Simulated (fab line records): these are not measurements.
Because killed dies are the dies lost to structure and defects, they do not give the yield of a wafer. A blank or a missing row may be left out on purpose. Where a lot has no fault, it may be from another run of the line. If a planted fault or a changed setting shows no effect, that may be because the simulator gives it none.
Chamber matching ; flow nandHarc ; NHARC_A_DECK1_JOINT_CMP_13 on cmp-01 has 4 sister chambers
The step polishes, target thk 51.023 nm. 8 wafers are shown with their chamber, then 8 later ones without.

WAFERS WITH THEIR CHAMBER
wafer;chamber;motorCurrentA (A);timeToEndpointS (s)
L080.6;1;11.9;10.2
L083.1;0;10.5;7.2
L083.5;3;12.1;9.0
L083.6;2;10.9;8.2
L086.1;0;10.3;7.5
L086.3;1;11.4;7.2
L086.4;3;11.0;6.1
L089.4;2;11.1;6.8

WAFERS WHOSE CHAMBER IS MISSING
wafer;motorCurrentA (A);timeToEndpointS (s)
L089.5;12.0;7.6
L089.6;10.8;8.8
L092.1;11.8;8.7
L092.2;12.0;7.5
L092.6;10.6;8.1
L094.4;10.2;10.0
L094.5;10.8;9.7
L094.6;12.0;9.4

CHAMBER TAKEN BY EACH
wafer;from the rows above;in truth
L089.5;can't be placed: 3 or 1 or 2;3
L089.6;can't be placed: 2 or 0 or 3 or 1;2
L092.1;can't be placed: 1 or 3 or 2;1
L092.2;can't be placed: 3 or 1 or 2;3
L092.6;can't be placed: 0 or 2 or 3 or 1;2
L094.4;can't be placed: 0 or 2 or 1 or 3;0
L094.5;can't be placed: 2 or 0 or 1 or 3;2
L094.6;can't be placed: 1 or 3 or 2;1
Placed correctly: 0 of 8. Cannot be placed on the basis of these rows: 8; the candidates contain the true chamber in 8. Wrongly placed: 0.
How it was worked out, from the rows above alone: a wafer's distance from a chamber is the root of the sum, over the readings, of the square of ((its reading less the chamber's mean) divided by the reading's scatter). If the next closest chamber is less than 2 further off than the closest, the wafer can't be placed; otherwise it belongs to the closest. Each chamber's mean is taken over the wafers shown for it. How the scatter is found: for the shown wafers, subtract from each reading the mean of its chamber, square and add these, divide the total by (wafers less chambers), then take the root.
